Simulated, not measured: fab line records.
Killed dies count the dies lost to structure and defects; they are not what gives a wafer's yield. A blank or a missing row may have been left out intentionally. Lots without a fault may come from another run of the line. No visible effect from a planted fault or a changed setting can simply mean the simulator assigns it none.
fab line records -- flow n5-finfet
[record] lots = 12, wafers = 34, last-day = 20
route steps=1938 shown DUMMY_GATE@240 SPACER0@258 SD_EPI_N@267 PASSIVATION@1936
lots with no fault: from the same line, run without faults
start-h: hours from the record's opening day to when the first of the lot's shown wafers began -- wait-h: hours since the lot's step before -- " unchanged from the row above -- L1.1+2: several wafers, shown together as one row -- - either no value or no given start -- * or withheld: withheld -- < > ~ a bound
route shown NAME@n: names a module that has steps shown in the file, with the first one's number in the route -- usual: mean and standard deviation over wafers with no fault -- same: alike in all rows -- chamber/n: place in a boat -- sites: per-site readings -- _std_site: how widely they spread, as a standard deviation -- _edge_site: outer sites' mean less inner sites' -- radius-mm: for every site, how far away it sits from the centre of the wafer -- mask NAME#n: copy n -- behind: tool/chamber where the wafer was last shaped -- hold: why the lot went on hold/how many hours it stayed there/how the hold came to an end -- device: whichever transistor did not switch (one of n, p or np) -- end of line: at the end of the route, the tests of the same wafers -- a step without rows: its recipe alone -- killed: dies that structure and defects cost at the first sort, which is not the same as the wafer's yield -- map: shows each die of a wafer: x if killed, . if not, _ if none is there
set.NAME: the setting that was run; set.NAME@STEP: the one run at that earlier step -- model.NAME: the simulator's own value behind a step, which no gauge read
the route's steps for a sample of lots (tables are steps, rows are wafers)
services: from which hour (start-h, from the record's first day; less than 0 if before it) a tool's chamber was out of use, for how many hours, and why
[[steps]]
[step N5_DUMMY_GATE_TRIM_49]
[recipe] chemistry = O2, resist = SOC, time-s = 29, target-cd-nm = 14, source-power-w = 300, bias-power-w = 0, O2_flow_sccm = 100, temp-c = 20
[usual] drypump-motor-current-A = 5.7/0.41, oes-product-au = 0.987/0.021, throttle-valve-pct = 8.25/0.16
lot.wafer,tool,chamber,start-h,wait-h,drypump-motor-current-A,oes-product-au,rf-hours-counter-h,throttle-valve-pct
L506.2,rie-si-04,3,48.03,0.0,5.9,0.974,174,8.27
L506.3,rie-si-04,2,48.03,0.0,5.9,0.990,117,8.18
L506.5,rie-si-04,3,48.03,0.0,5.9,0.967,-,8.26
L508.4,rie-si-03,2,63.59,0.0,5.5,0.980,81,8.34
L508.5,rie-si-03,0,63.59,0.0,5.9,1.029,-,7.85
L509.1,rie-si-04,0,69.64,0.0,5.6,0.957,2,8.26
L509.4,rie-si-04,2,69.64,0.0,5.9,0.980,118,8.16
L509.5,rie-si-04,3,69.64,0.0,5.9,0.962,-,8.25
L510.1,rie-si-05,0,71.21,0.0,6.2,0.973,8,8.04
L510.3,rie-si-05,3,71.21,0.0,5.0,1.003,7,8.31
L510.6,rie-si-05,2,71.21,0.0,5.1,0.974,-,8.40
L512.1,rie-si-04,1,83.61,0.0,5.6,1.037,140,8.40
L512.3,rie-si-04,0,83.61,0.0,5.6,0.954,3,8.24
L512.6,rie-si-04,1,83.61,0.0,5.6,1.034,-,8.40
L513.2,rie-si-04,2,89.52,0.0,5.9,0.997,118,8.18
L513.3,rie-si-04,1,89.52,0.0,5.5,1.044,140,8.41
L513.4,rie-si-04,0,89.52,0.0,5.6,0.961,3,8.26
L514.2,rie-si-05,2,95.28,0.0,5.1,0.975,91,8.42
L514.4,rie-si-05,3,95.28,0.0,5.1,0.991,8,8.32
L514.5,rie-si-05,3,95.28,0.0,5.0,0.981,-,8.30
L515.2,rie-si-05,1,103.13,0.0,5.8,0.991,51,8.26
L515.6,rie-si-05,2,103.13,0.0,5.1,0.959,-,8.40
L520.1,rie-si-04,2,129.67,0.0,5.9,0.992,119,8.16
L520.2,rie-si-04,0,129.67,0.0,5.6,0.957,3,8.27
L520.6,rie-si-04,2,129.67,0.0,5.9,0.999,-,8.17
L521.1,rie-si-04,3,136.61,0.0,5.9,0.965,176,8.25
L521.2,rie-si-04,0,136.61,0.0,5.6,0.964,4,8.26
L521.6,rie-si-04,0,136.61,0.0,5.6,0.956,-,8.26
L525.3,rie-si-03,1,160.04,0.0,5.9,0.956,153,8.37
L525.4,rie-si-03,0,160.04,0.0,5.8,1.007,-,7.84
L525.6,rie-si-03,1,160.04,0.0,5.9,0.954,-,8.40
L528.2,rie-si-05,2,183.25,0.0,5.1,0.972,93,8.41
L528.3,rie-si-05,1,183.25,0.0,5.9,0.993,52,8.26
L528.4,rie-si-05,0,183.25,0.0,6.2,0.989,10,8.04
[step N5_SPACER0_ALD_07]
[recipe] material = SiNx, target-thk-a = 20, temp-c = 400, ald-precursor-family = SiH2I2, ald-co-reactant = N2/H2-plasma, pressure-torr = 2
[usual] heater-power-w = 809/78
lot.wafer,tool,chamber,start-h,wait-h,heater-power-w
L506.2,ald-sin-02,3,49.05,0.0,890
L506.3,ald-sin-02,2,49.05,0.0,758
L506.5,ald-sin-02,3,49.05,0.0,881
L508.4,ald-sin-01,2,65.05,0.4,773
L508.5,ald-sin-01,0,65.05,0.4,710
L509.1,ald-sin-03,3,70.60,0.0,910
L509.4,ald-sin-03,2,70.60,0.0,930
L509.5,ald-sin-03,3,70.60,0.0,909
L510.1,ald-sin-02,2,72.18,0.0,779
L510.3,ald-sin-02,1,72.18,0.0,914
L510.6,ald-sin-02,1,72.18,0.0,893
L512.1,ald-sin-02,1,85.19,0.6,914
L512.3,ald-sin-02,0,85.19,0.6,698
L512.6,ald-sin-02,0,85.19,0.6,707
L513.2,ald-sin-02,3,90.94,0.5,870
L513.3,ald-sin-02,0,90.94,0.5,707
L513.4,ald-sin-02,2,90.94,0.5,768
L514.2,ald-sin-01,0,96.25,0.0,701
L514.4,ald-sin-01,1,96.25,0.0,804
L514.5,ald-sin-01,3,96.25,0.0,735
L515.2,ald-sin-03,1,105.89,1.8,818
L515.6,ald-sin-03,3,105.89,1.8,928
L520.1,ald-sin-03,0,130.83,0.2,783
L520.2,ald-sin-03,1,130.83,0.2,811
L520.6,ald-sin-03,3,130.83,0.2,915
L521.1,ald-sin-03,1,137.74,0.1,819
L521.2,ald-sin-03,3,137.74,0.1,925
L521.6,ald-sin-03,1,137.74,0.1,806
L525.3,ald-sin-01,0,161.75,0.6,717
L525.4,ald-sin-01,3,161.75,0.6,728
L525.6,ald-sin-01,1,161.75,0.6,777
L528.2,ald-sin-02,3,184.29,0.0,864
L528.3,ald-sin-02,2,184.29,0.0,782
L528.4,ald-sin-02,1,184.29,0.0,929
[step N5_SPACER0_ALD_00]
[recipe] material = SiOCN, target-thk-a = 35, temp-c = 400, ald-precursor-family = alkyl-aminosilane, ald-co-reactant = O2/N2-plasma, pulse-time-s = 3, purge-time-s = 2, co-reactant-purge-time-s = 2, ald-cycles = 58, pressure-torr = 2
[usual] heater-power-w = 809/78, precursor-pulse-height-rel = 0.999/0.021
lot.wafer,tool,chamber,start-h,wait-h,heater-power-w,precursor-pulse-height-rel
L506.2,ald-sin-02,3,49.21,0.1,861,0.988
L506.3,ald-sin-02,2,49.21,0.1,757,1.004
L506.5,ald-sin-02,3,49.21,0.1,877,0.991
L508.4,ald-sin-01,2,65.20,0.1,783,1.024
L508.5,ald-sin-01,0,65.20,0.1,724,0.973
L509.1,ald-sin-03,3,70.75,0.1,915,1.009
L509.4,ald-sin-03,2,70.75,0.1,915,0.992
L509.5,ald-sin-03,3,70.75,0.1,903,0.969
L510.1,ald-sin-02,2,72.34,0.1,764,0.997
L510.3,ald-sin-02,1,72.34,0.1,906,0.981
L510.6,ald-sin-02,1,72.34,0.1,922,1.051
L512.1,ald-sin-02,1,85.34,0.1,923,1.005
L512.3,ald-sin-02,0,85.34,0.1,702,0.992
L512.6,ald-sin-02,0,85.34,0.1,704,0.998
L513.2,ald-sin-02,3,91.09,0.1,884,1.040
L513.3,ald-sin-02,0,91.09,0.1,718,1.000
L513.4,ald-sin-02,2,91.09,0.1,780,0.998
L514.2,ald-sin-01,0,96.40,0.1,748,0.994
L514.4,ald-sin-01,1,96.40,0.1,788,0.992
L514.5,ald-sin-01,3,96.40,0.1,719,1.004
L515.2,ald-sin-03,1,106.04,0.1,823,0.991
L515.6,ald-sin-03,3,106.04,0.1,922,0.963
L520.1,ald-sin-03,0,130.98,0.1,773,1.025
L520.2,ald-sin-03,1,130.98,0.1,814,0.947
L520.6,ald-sin-03,3,130.98,0.1,932,1.016
L521.1,ald-sin-03,1,137.89,0.1,809,1.016
L521.2,ald-sin-03,3,137.89,0.1,908,1.005
L521.6,ald-sin-03,1,137.89,0.1,818,0.994
L525.3,ald-sin-01,0,161.90,0.1,741,1.043
L525.4,ald-sin-01,3,161.90,0.1,741,0.950
L525.6,ald-sin-01,1,161.90,0.1,764,1.022
L528.2,ald-sin-02,3,184.44,0.1,875,1.016
L528.3,ald-sin-02,2,184.44,0.1,805,0.979
L528.4,ald-sin-02,1,184.44,0.1,928,0.978
[step N5_SD_EPI_N_EXPOSE_06]
[recipe] mask-id = SD_N_BLK, na = 1.35, source-shape = conventional, sigma-outer = 0.8, polarization = unpolarized, target-cd-nm = 120, dose-mj = 39.75
[usual] exposure-dose-mJ-cm2 = 39.73/0.044
lot.wafer,tool,chamber,start-h,wait-h,mask,exposure-dose-mJ-cm2
L506.2,arfi-scanner-03,0,49.90,-,SD_N_BLK#0,39.79
L506.3,arfi-scanner-03,0,49.90,-,SD_N_BLK#0,39.76
L506.5,arfi-scanner-03,0,49.90,-,SD_N_BLK#0,39.77
L508.4,arfi-scanner-02,0,65.91,-,SD_N_BLK#0,39.72
L508.5,arfi-scanner-02,0,65.91,-,SD_N_BLK#0,39.71
L509.1,arfi-scanner-02,0,71.32,-,SD_N_BLK#0,39.70
L509.4,arfi-scanner-02,0,71.32,-,SD_N_BLK#0,39.74
L509.5,arfi-scanner-02,0,71.32,-,SD_N_BLK#0,39.69
L510.1,arfi-scanner-02,0,72.90,-,SD_N_BLK#0,39.73
L510.3,arfi-scanner-02,0,72.90,-,SD_N_BLK#0,39.73
L510.6,arfi-scanner-02,0,72.90,-,SD_N_BLK#0,39.74
L512.1,arfi-scanner-03,0,86.03,-,SD_N_BLK#0,39.69
L512.3,arfi-scanner-03,0,86.03,-,SD_N_BLK#0,39.73
L512.6,arfi-scanner-03,0,86.03,-,SD_N_BLK#0,39.70
L513.2,arfi-scanner-01,0,91.79,-,SD_N_BLK#0,39.68
L513.3,arfi-scanner-01,0,91.79,-,SD_N_BLK#0,39.70
L513.4,arfi-scanner-01,0,91.79,-,SD_N_BLK#0,39.70
L514.2,arfi-scanner-01,0,96.97,-,SD_N_BLK#0,39.75
L514.4,arfi-scanner-01,0,96.97,-,SD_N_BLK#0,39.65
L514.5,arfi-scanner-01,0,96.97,-,SD_N_BLK#0,39.68
L515.2,arfi-scanner-03,0,106.74,-,SD_N_BLK#0,39.73
L515.6,arfi-scanner-03,0,106.74,-,SD_N_BLK#0,39.76
L520.1,arfi-scanner-03,0,131.67,-,SD_N_BLK#0,39.81
L520.2,arfi-scanner-03,0,131.67,-,SD_N_BLK#0,39.77
L520.6,arfi-scanner-03,0,131.67,-,SD_N_BLK#0,39.74
L521.1,arfi-scanner-03,0,138.47,-,SD_N_BLK#0,40.95
L521.2,arfi-scanner-03,0,138.47,-,SD_N_BLK#0,41.01
L521.6,arfi-scanner-03,0,138.47,-,SD_N_BLK#0,41.00
L525.3,arfi-scanner-03,0,162.60,-,SD_N_BLK#0,40.78
L525.4,arfi-scanner-03,0,162.60,-,SD_N_BLK#0,40.77
L525.6,arfi-scanner-03,0,162.60,-,SD_N_BLK#0,40.68
L528.2,arfi-scanner-01,0,185.14,-,SD_N_BLK#0,39.64
L528.3,arfi-scanner-01,0,185.14,-,SD_N_BLK#0,39.66
L528.4,arfi-scanner-01,0,185.14,-,SD_N_BLK#0,39.64
[step N5_SD_EPI_N_CD_MEAS_09]
[recipe] target-cd-nm = 120, landing-energy-ev = 500, detector = se-inlens
[usual] cd-nm = 120.0/0.72
lot.wafer,tool,chamber,start-h,wait-h,cd-nm
L506.2,cd-sem-03,0,50.02,-,120.1
L506.3,cd-sem-03,0,50.02,-,120.0
L506.5,cd-sem-03,0,50.02,-,118.2
L508.4,cd-sem-01,0,66.02,-,120.7
L508.5,cd-sem-01,0,66.02,-,119.8
L509.1,cd-sem-03,0,71.44,-,120.1
L509.4,cd-sem-03,0,71.44,-,120.6
L509.5,cd-sem-03,0,71.44,-,118.7
L510.1,cd-sem-01,0,73.03,-,119.0
L510.3,cd-sem-01,0,73.03,-,120.4
L510.6,cd-sem-01,0,73.03,-,120.4
L512.1,cd-sem-03,0,86.16,-,120.8
L512.3,cd-sem-03,0,86.16,-,120.4
L512.6,cd-sem-03,0,86.16,-,119.9
L513.2,cd-sem-03,0,91.91,-,119.4
L513.3,cd-sem-03,0,91.91,-,120.5
L513.4,cd-sem-03,0,91.91,-,119.9
L514.2,cd-sem-03,0,97.09,-,121.1
L514.4,cd-sem-03,0,97.09,-,119.6
L514.5,cd-sem-03,0,97.09,-,121.4
L515.2,cd-sem-03,0,106.86,-,119.2
L515.6,cd-sem-03,0,106.86,-,119.6
L520.1,cd-sem-03,0,131.79,-,120.3
L520.2,cd-sem-03,0,131.79,-,120.8
L520.6,cd-sem-03,0,131.79,-,119.7
L521.1,cd-sem-03,0,138.60,-,122.2
L521.2,cd-sem-03,0,138.60,-,122.0
L521.6,cd-sem-03,0,138.60,-,122.9
L525.3,cd-sem-02,0,162.72,-,122.6
L525.4,cd-sem-02,0,162.72,-,122.8
L525.6,cd-sem-02,0,162.72,-,121.3
L528.2,cd-sem-02,0,185.26,-,120.5
L528.3,cd-sem-02,0,185.26,-,120.6
L528.4,cd-sem-02,0,185.26,-,120.5
[step N5_PASSIVATION_PROBE_49]
[usual] killed_at_M0_to_M3 = 36/10, killed_at_M4_up = 14/5.2, killed-at-contacts = 12/6, killed-at-front-end = 37/10, killed-at-other = 4/3.3, killed-dies = 104/18, killed-open = 68/14, killed-short = 34/7.4
[same] gross-dies = 1180, killed-at-back-side = 0
lot.wafer,tool,chamber,start-h,wait-h,killed_at_M0_to_M3,killed_at_M4_up,killed-at-contacts,killed-at-front-end,killed-at-other,killed-dies,killed-open,killed-short
L506.2,prober-01,-,301.25,0.1,33,28,23,22,2,108,80,26
L506.3,prober-01,-,301.30,0.1,47,10,16,22,1,96,50,45
L506.5,prober-01,-,301.40,0.2,44,22,9,29,2,106,75,31
L510.1,prober-02,-,331.91,0.0,22,15,8,50,5,100,70,30
L510.3,prober-02,-,332.01,0.1,38,22,24,33,2,119,87,31
L510.6,prober-02,-,332.16,0.3,32,10,13,46,7,108,66,38
L509.1,prober-01,-,337.20,0.0,33,11,6,38,0,88,46,42
L509.4,prober-01,-,337.35,0.2,36,19,2,35,2,94,60,30
L509.5,prober-01,-,337.40,0.2,37,22,6,30,1,96,58,36
L514.2,prober-02,-,348.20,0.1,46,19,22,26,8,121,85,35
L514.4,prober-02,-,348.30,0.2,44,27,12,57,6,146,102,42
L514.5,prober-02,-,348.35,0.2,63,26,14,36,7,146,95,48
L521.1,prober-01,-,399.06,0.0,41,14,6,29,35,125,70,24
L521.2,prober-01,-,399.11,0.1,49,10,7,40,8,114,75,31
L521.6,prober-01,-,399.31,0.3,23,13,3,28,3,70,49,20
L520.1,prober-01,-,400.51,0.0,42,14,10,61,2,129,77,52
L520.2,prober-01,-,400.56,0.1,29,12,7,41,2,91,55,36
L520.6,prober-01,-,400.76,0.3,44,9,11,52,1,117,71,45
L525.3,prober-01,-,439.15,0.1,40,12,3,29,5,89,55,34
L525.4,prober-01,-,439.20,0.2,38,27,6,45,26,142,73,50
L525.6,prober-01,-,439.30,0.3,47,10,9,48,2,116,65,51
// killed by level:class
L506.2 MOL_CONTACT_COAG:geometric-particle:open=20 BEOL_M4:geometric-particle:open=11 BEOL_M1:geometric-particle:open=8 FIN_SAQP:geometric-particle:open=7 STI_FIN_REVEAL:geometric-particle:open=5 BEOL_M0_SAQP:geometric-particle:short=5 BEOL_M0_SAQP:geometric-particle:open=5 BEOL_M5:geometric-particle:open=5
L506.3 MOL_CONTACT_COAG:geometric-particle:open=13 BEOL_M0_SAQP:geometric-particle:short=13 BEOL_M1:geometric-particle:open=10 FIN_SAQP:geometric-particle:short=7 BEOL_M1:geometric-particle:short=6 BEOL_M0_SAQP:geometric-particle:open=5 STI_FIN_REVEAL:geometric-particle:open=4 BEOL_M0:geometric-particle:short=4
L506.5 BEOL_M1:geometric-particle:open=15 FIN_SAQP:geometric-particle:open=10 BEOL_M0_SAQP:geometric-particle:short=10 BEOL_M0_SAQP:geometric-particle:open=9 MOL_CONTACT_COAG:geometric-particle:open=7 BEOL_M4:geometric-particle:open=7 BEOL_M5:geometric-particle:open=6 FIN_SAQP:geometric-particle:short=4
L510.1 FIN_SAQP:geometric-particle:open=14 STI_FIN_REVEAL:geometric-particle:open=11 MOL_CONTACT_COAG:geometric-particle:open=7 BEOL_M0_SAQP:geometric-particle:open=7 BEOL_M4:geometric-particle:open=6 FIN_SAQP:geometric-particle:short=5 ILD0:geometric-particle:short=4 BEOL_M0_SAQP:geometric-particle:short=4
L510.3 MOL_CONTACT_COAG:geometric-particle:open=17 BEOL_M0_SAQP:geometric-particle:open=13 FIN_SAQP:geometric-particle:open=11 MOL_CONTACT_COAG:geometric-particle:short=7 BEOL_M2:geometric-particle:open=7 BEOL_M0_SAQP:geometric-particle:short=6 BEOL_M4:geometric-particle:open=6 BEOL_M7:geometric-particle:open=6
L510.6 FIN_SAQP:geometric-particle:open=12 BEOL_M0_SAQP:geometric-particle:short=11 MOL_CONTACT_COAG:geometric-particle:open=10 BEOL_M0_SAQP:geometric-particle:open=9 STARTING-WAFER:geometric-particle:open=6 BEOL_M2:geometric-particle:open=6 FIN_SAQP:geometric-particle:short=5 STI_FIN_REVEAL:geometric-particle:open=4
L509.1 STI_FIN_REVEAL:geometric-particle:open=10 BEOL_M3:geometric-particle:short=8 BEOL_M0_SAQP:geometric-particle:short=7 FIN_SAQP:geometric-particle:short=6 BEOL_M4:geometric-particle:open=6 MOL_CONTACT_COAG:geometric-particle:open=6 BEOL_M3:geometric-particle:open=5 BEOL_M2:geometric-particle:short=4
L509.4 BEOL_M4:geometric-particle:open=10 BEOL_M0_SAQP:geometric-particle:open=7 BEOL_M3:geometric-particle:open=7 BEOL_M1:geometric-particle:open=7 FIN_SAQP:geometric-particle:short=6 BEOL_M0_SAQP:geometric-particle:short=5 BEOL_M2:geometric-particle:open=5 STARTING-WAFER:geometric-particle:short=5
L509.5 BEOL_M4:geometric-particle:open=9 FIN_SAQP:geometric-particle:open=8 BEOL_M1:geometric-particle:open=8 FIN_SAQP:geometric-particle:short=7 BEOL_M2:geometric-particle:open=7 BEOL_M3:geometric-particle:short=6 STI_FIN_REVEAL:geometric-particle:open=5 MOL_CONTACT_COAG:geometric-particle:open=5
L514.2 MOL_CONTACT_COAG:geometric-particle:open=17 BEOL_M3:geometric-particle:open=15 BEOL_M0_SAQP:geometric-particle:open=10 BEOL_M0_SAQP:geometric-particle:short=8 BEOL_M4:geometric-particle:open=7 MOL_CONTACT_COAG:geometric-particle:short=5 BEOL_M1:geometric-particle:open=5 FIN_SAQP:geometric-particle:open=4
L514.4 STI_FIN_REVEAL:geometric-particle:open=24 BEOL_M4:geometric-particle:open=14 BEOL_M3:geometric-particle:open=11 MOL_CONTACT_COAG:geometric-particle:open=8 BEOL_M2:geometric-particle:open=8 BEOL_M0_SAQP:geometric-particle:short=7 STARTING-WAFER:geometric-particle:open=7 ILD0:geometric-particle:open=5
L514.5 BEOL_M3:geometric-particle:open=15 BEOL_M2:geometric-particle:open=15 BEOL_M4:geometric-particle:open=13 MOL_CONTACT_COAG:geometric-particle:open=11 BEOL_M0_SAQP:geometric-particle:short=9 BEOL_M0_SAQP:geometric-particle:open=6 STARTING-WAFER:geometric-particle:open=6 BEOL_M3:geometric-particle:short=5
L521.1 PASSIVATION:area-etch=30 BEOL_M2:geometric-particle:open=12 BEOL_M3:geometric-particle:open=10 FIN_SAQP:geometric-particle:open=7 STI_FIN_REVEAL:geometric-particle:open=7 BEOL_M4:geometric-particle:open=7 BEOL_M0_SAQP:geometric-particle:short=5 BEOL_M0_SAQP:geometric-particle:open=5
L521.2 BEOL_M0_SAQP:geometric-particle:open=15 BEOL_M3:geometric-particle:open=11 BEOL_M0_SAQP:geometric-particle:short=8 HKMG_FIN:area-etch=8 MOL_CONTACT_COAG:geometric-particle:open=7 FIN_SAQP:geometric-particle:open=6 BEOL_M4:geometric-particle:open=6 STI_FIN_REVEAL:geometric-particle:open=5
L521.6 BEOL_M0_SAQP:geometric-particle:open=7 BEOL_M3:geometric-particle:open=7 FIN_SAQP:geometric-particle:open=6 BEOL_M4:geometric-particle:open=6 GATE_CUT:geometric-particle:short=5 STI_FIN_REVEAL:geometric-particle:open=4 BEOL_M0_SAQP:geometric-particle:short=4 FIN_SAQP:geometric-particle:short=3
L520.1 STI_FIN_REVEAL:geometric-particle:open=13 BEOL_M0_SAQP:geometric-particle:open=10 BEOL_M0_SAQP:geometric-particle:short=8 FIN_SAQP:geometric-particle:open=7 FIN_SAQP:geometric-particle:short=7 MOL_CONTACT_COAG:geometric-particle:open=7 STI_FIN_REVEAL:geometric-particle:short=6 ILD0:geometric-particle:short=6
L520.2 FIN_SAQP:geometric-particle:open=9 BEOL_M1:geometric-particle:open=9 GATE_CUT:geometric-particle:short=7 MOL_CONTACT_COAG:geometric-particle:open=7 FIN_SAQP:geometric-particle:short=6 BEOL_M2:geometric-particle:open=5 BEOL_M1:geometric-particle:short=5 BEOL_M4:geometric-particle:open=5
L520.6 FIN_SAQP:geometric-particle:open=16 FIN_SAQP:geometric-particle:short=14 BEOL_M1:geometric-particle:open=14 BEOL_M0_SAQP:geometric-particle:short=9 DUMMY_GATE:geometric-particle:open=8 MOL_CONTACT_COAG:geometric-particle:open=7 BEOL_M2:geometric-particle:open=7 BEOL_M0_SAQP:geometric-particle:open=5
L525.3 BEOL_M0_SAQP:geometric-particle:short=11 FIN_SAQP:geometric-particle:open=10 BEOL_M3:geometric-particle:open=9 DUMMY_GATE:geometric-particle:open=7 BEOL_M0_SAQP:geometric-particle:open=7 BEOL_M1:geometric-particle:open=5 FIN_SAQP:geometric-particle:short=3 BEOL_M2:geometric-particle:open=3
L525.4 PASSIVATION:area-etch=19 BEOL_M4:geometric-particle:open=12 BEOL_M4:geometric-particle:short=12 BEOL_M0_SAQP:geometric-particle:open=11 FIN_SAQP:geometric-particle:short=10 FIN_SAQP:geometric-particle:open=9 BEOL_M0_SAQP:geometric-particle:short=8 BEOL_M3:geometric-particle:open=6
L525.6 BEOL_M0_SAQP:geometric-particle:short=19 BEOL_M0_SAQP:geometric-particle:open=13 FIN_SAQP:geometric-particle:open=11 DUMMY_GATE:geometric-particle:open=10 FIN_SAQP:geometric-particle:short=9 MOL_CONTACT_COAG:geometric-particle:open=6 BEOL_M5:geometric-particle:open=5 BEOL_M2:geometric-particle:open=4
[[services]]
tool,chamber,start-h,hours,kind
arfi-scanner-01,-,24.79,0.8,pm
arfi-scanner-01,-,27.84,8.8,repair
ald-sin-03,-,37.80,6.1,pm
arfi-scanner-02,-,45.64,0.8,pm
ald-sin-03,-,49.82,1.2,repair
arfi-scanner-01,-,67.83,1.3,pm
ald-sin-03,3,72.07,1.9,repair
ald-sin-02,0,73.26,3.7,repair
ald-sin-02,-,74.93,0.8,pm
arfi-scanner-03,-,77.10,4.9,pm
arfi-scanner-01,-,86.24,0.3,repair
rie-si-05,-,90.61,0.2,repair
arfi-scanner-03,-,94.85,1.3,pm
rie-si-05,-,114.55,0.3,repair
arfi-scanner-01,-,116.87,1.0,pm
rie-si-05,3,124.57,9.0,repair
arfi-scanner-03,-,124.77,0.8,pm
arfi-scanner-03,-,135.97,1.0,pm
ald-sin-02,0,137.06,5.4,repair
ald-sin-02,3,141.38,19.9,repair
arfi-scanner-01,-,153.05,1.0,pm
rie-si-05,1,157.05,4.5,repair
arfi-scanner-01,-,176.34,1.3,repair
ald-sin-01,-,176.75,14.0,pm
[[key]]
[first-sign] step = N5_SD_EPI_N_EXPOSE_06, reading = exposure-dose-mJ-cm2, direction = up, sigmas = 26, usual = 39.73, struck = 40.86
[effect] step = N5_SD_EPI_N_CD_MEAS_09, reading = cd-nm, direction = up, sigmas = 3.3, usual = 120.0, struck = 122.3, through = control-loop
met-at N5_SD_EPI_N_EXPOSE_06
struck-lots L521,L525
tester-left-out L521,L525
[loop-trim] step = N5_SD_EPI_N_EXPOSE_06, setting = dose, lots = L525
[baseline-loss] step = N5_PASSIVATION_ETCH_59, wafers = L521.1
[baseline-loss] step = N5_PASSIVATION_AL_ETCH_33, wafers = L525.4
not-acting-at N5_DUMMY_GATE_TRIM_49,N5_SPACER0_ALD_07,N5_SPACER0_ALD_00
onset-between 131.67 138.47
[fault] kind = process-parameter-drift, tool = arfi-scanner-03, chamber = -, onset-h = 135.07, steps = N5_SD_EPI_N_EXPOSE_06, channel = dose-mj, offset = 1.2176, shape = step, acts-in = these-recipes-only, stated = 39.75
// tester-left-out: of these lots the tester's yield and bins aren't shown, on N5 and GAA mostly nor the transistor test; their killed dies are dies lost to structure and defects alone, not to doping, threshold or leakage, so they don't give the yield
// loop-trim: a control loop set the setting to another value than it would have without faults
// baseline-loss: these wafers lose ten dies or more at that step, a loss of the line's own and not of a fault; the sort's usual values leave them out
